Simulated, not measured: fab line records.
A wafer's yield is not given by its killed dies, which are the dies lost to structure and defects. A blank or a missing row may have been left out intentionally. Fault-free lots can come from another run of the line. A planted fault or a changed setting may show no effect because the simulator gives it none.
A struck lot beside a sound one ; flow n5Finfet ; 26 out of 1938 route steps
Sound: the wafers L115.1, L115.5, L115.6. Struck: wafers L108.1, L108.2, L108.4. Last of all comes the cause.
For every step that has rows: the tool of each side, followed by ch and its chambers, followed by its first start. Under that, the readings that differ: sound wafers ; struck wafers ; difference of the means ; sigmas: that difference in standard deviations of wafers without a fault.
alike: a reading whose means differ by less than 2 such deviations, as well as words and numbers matching on both sides. not compared: withheld readings; readings where some wafer has no value; bounds like >300 that might hide an equal value; numbers whose values overlap and for which the record gives no deviation.
The two part at a step that has a row with sigmas, a row that says differs or no value, or rows on one side only. Non-overlapping numbers with no deviation appear without sigmas and do not part them. A reading missing from all wafers of one side parts the sides only when that side holds two or more wafers.

first, 9 steps without rows for these wafers: N5_BEOL_M14_COAT_04 (resist thk 800 nm); N5_BEOL_M14_EBR_06; N5_BEOL_M14_SOFTBAKE_05 (time 60 s); N5_BEOL_M14_EXPOSE_07 (exposes mask V13); N5_BEOL_M14_PEB_08 (peb time 90 s); N5_BEOL_M14_DEVELOP_09 (develop time 45 s); N5_BEOL_M14_HARDBAKE_14 (time 120 s); N5_BEOL_M14_DESCUM_15 (chemistry O2, time 7.9 s); N5_BEOL_M14_ETCH_59 (etches BARC in N2/H2, target depth 89 nm, overetch 26.7 nm, time 67.9 s).
N5_BEOL_M14_VIA_ETCH_16: etches SiO2 in C4F8/O2/Ar, target depth 1231.3 nm.
  sound on rieDiel-03 ch 2,3, day 16 14:23; struck on rieDiel-02 ch 0,2,3, day 15 10:05
  alike: O2_flow_sccm, drypumpMotorCurrentA, mfcArSccm, oesProductAu, rfVppV, showerheadPlenumPTorr, throttleValvePct
then, 13 steps without rows for these wafers: N5_BEOL_M14_STRIP_63 (strips in O2); N5_BEOL_M14_STRIP_64 (strips in O2); N5_BEOL_M14_STRIP_71 (strips in post etch residue remover, time 60 s); N5_BEOL_M14_SRD_72 (time 30 s, dry time 30 s); N5_BEOL_M14_COAT_65 (time 60 s, resist thk 450 nm); N5_BEOL_M14_COAT_66 (time 60 s, resist thk 110 nm); N5_BEOL_M14_COAT_22 (resist thk 300 nm); N5_BEOL_M14_EBR_24; N5_BEOL_M14_SOFTBAKE_23 (time 60 s); N5_BEOL_M14_EXPOSE_25 (exposes mask M14, target cd 280 nm); N5_BEOL_M14_PEB_26 (peb time 90 s); N5_BEOL_M14_DEVELOP_27 (develop time 45 s); N5_BEOL_M14_HARDBAKE_32 (time 120 s).
N5_BEOL_M14_INSPECT_30: inspects for defects (macro).
  sound on defectInspect-02, day 16 15:14; struck on defectInspect-02, day 15 10:49
reading;sound;struck;difference;sigmas
rawDefectCount;1 3 2;>300 >300 >300;differs;
then, 1 step without rows for these wafers: N5_BEOL_M14_DESCUM_33 (chemistry O2, time 7.9 s).
N5_PASSIVATION_PROBE_49:
  the record has rows for the struck wafers here (prober-01, day 16 13:19) and none for the sound ones

## WHERE THEY PART
At N5_BEOL_M14_INSPECT_30 first; at N5_PASSIVATION_PROBE_49 last (within this record only).

WHY: the cause the simulator had injected
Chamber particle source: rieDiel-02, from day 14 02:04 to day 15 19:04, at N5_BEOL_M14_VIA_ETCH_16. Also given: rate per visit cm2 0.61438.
